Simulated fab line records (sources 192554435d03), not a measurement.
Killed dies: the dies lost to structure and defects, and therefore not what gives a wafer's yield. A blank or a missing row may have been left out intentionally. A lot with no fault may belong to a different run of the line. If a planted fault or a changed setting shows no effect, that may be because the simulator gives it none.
Split-lot trial | flow n5_finfet | 21 wafers read from 7 lots, route of 1938 steps

## THE SPLIT
At N5_BEOL_M8_COAT_22 (resist thk 30 nm), the setting spin_rpm was moved away from the recipe's 1500 rpm on 8 of the 21 wafers read, by -11.1% to -3.9%. The other wafers ran this setting at the recipe's value.

## FROM THE SPLIT TO THE READING: what the file shows between them, 4 steps
- N5_BEOL_M8_EBR_24
- N5_BEOL_M8_SOFTBAKE_23: time 60 s
- N5_BEOL_M8_EXPOSE_25: exposes mask V7, target cd 40 nm
- N5_BEOL_M8_PEB_26: peb time 60 s

## THE READING
CAR-EUV_of_BEOL_M8_COAT_22.thk_nm (the simulator's own value, which no gauge read), in nm, at N5_BEOL_M8_DEVELOP_27 (develop time 30 s). The file does not state a usual value for it. The 13 wafers here that ran the recipe average 29.6 nm, standard deviation 0.11 nm.

wafer  | tool, chamber at the split | spin_rpm as run, rpm | against the recipe | CAR-EUV_of_BEOL_M8_COAT_22.thk_nm, nm | against lot-mates on the recipe
L075.1 | litho_track-05, 0          | 1500                 | recipe             | 29.6                                  | -
L075.3 | litho_track-05, 0          | 1500                 | recipe             | 29.6                                  | -
L075.6 | litho_track-05, 0          | 1500                 | recipe             | 29.6                                  | -
L079.2 | litho_track-05, 0          | 1500                 | recipe             | 29.6                                  | -
L079.3 | litho_track-05, 0          | 1382                 | -7.9%              | 30.8                                  | +1.2
L079.5 | litho_track-05, 0          | 1382                 | -7.9%              | 30.8                                  | +1.2
L082.1 | litho_track-01, 0          | 1500                 | recipe             | 29.6                                  | -
L082.5 | litho_track-01, 0          | 1500                 | recipe             | 29.6                                  | -
L082.2 | litho_track-01, 0          | 1500                 | recipe             | 29.8                                  | -
L083.2 | litho_track-05, 0          | 1500                 | recipe             | 29.6                                  | -
L083.3 | litho_track-05, 0          | 1335                 | -11.0%             | 31.4                                  | +1.8
L083.4 | litho_track-05, 0          | 1335                 | -11.0%             | 31.4                                  | +1.8
L086.2 | litho_track-05, 0          | 1500                 | recipe             | 29.4                                  | -
L086.6 | litho_track-05, 0          | 1500                 | recipe             | 29.4                                  | -
L086.5 | litho_track-05, 0          | 1442                 | -3.9%              | 30                                    | +0.6
L092.2 | litho_track-01, 0          | 1500                 | recipe             | 29.4                                  | -
L092.5 | litho_track-01, 0          | 1334                 | -11.1%             | 31.4                                  | +2.0
L092.6 | litho_track-01, 0          | 1334                 | -11.1%             | 31.4                                  | +2.0
L097.2 | litho_track-02, 0          | 1403                 | -6.5%              | 30.6                                  | +1.0
L097.4 | litho_track-02, 0          | 1500                 | recipe             | 29.6                                  | -
L097.5 | litho_track-02, 0          | 1500                 | recipe             | 29.6                                  | -

THE FIT
A straight line over all 21 wafers: CAR-EUV_of_BEOL_M8_COAT_22.thk_nm changes by -0.164 nm for each +1% of spin_rpm; r = -0.99; the points scatter about the line by 0.1 nm.
The same after taking each lot's own level away (the mean of its wafers on the recipe; 21 wafers): -0.168 nm for each +1%; r = -1.00; scatter 0.076 nm.
Per that fit: largest spin_rpm move, reading shift of 1.9 nm.
The span of the lots' own levels, 29.40 to 29.67 nm, comes to 2.5 times the standard deviation stated above.
Hence the lot-to-lot level has little effect on the slope; both slopes agree.
Check: for one of the wafers moved furthest among these (-11.1%), held out of the fit, the line's prediction against its lot-mates is +1.82 nm. Against them it came out at +2 nm.

## OTHER SPLITS ON THESE WAFERS
These wafers also went through other splits before the reading. Each is held against what the fit with the lots' levels taken away leaves over:
other split on the same wafers | wafers away from the commonest value | r with CAR-EUV_of_BEOL_M8_COAT_22.thk_nm (lot level and that fit taken away)
N5_BEOL_M4_EXPOSE_25 dose_mj   | 8                                    | +0.10
N5_BEOL_M4_SPUTTER_48 time_s   | 5                                    | +0.17
N5_BEOL_M5_ETCH_68 bias_w      | 6                                    | +0.09
N5_BEOL_M6_ETCH_62 time_s      | 9                                    | +0.36
N5_BEOL_M6_COAT_22 spin_rpm    | 3                                    | -0.51

## THE WHOLE CHAIN: every reading that the file lists as answering this split, in the file's order
step                  | what it does      | reading                                                                            | change (the file's fit)               | r (the file's)
N5_BEOL_M8_COAT_22    | resist thk 30 nm  | CAR-EUV_of_BEOL_M8_COAT_22.thk_nm (the simulator's own value, which no gauge read) | -0.162 nm for each +1% of the setting | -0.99
N5_BEOL_M8_DEVELOP_27 | develop time 30 s | CAR-EUV_of_BEOL_M8_COAT_22.thk_nm (the simulator's own value, which no gauge read) | -0.166 nm for each +1% of the setting | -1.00

## THE FILE'S OWN FIT
CAR-EUV_of_BEOL_M8_COAT_22.thk_nm changes by -0.166 nm for each +1% of spin_rpm, r = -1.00.
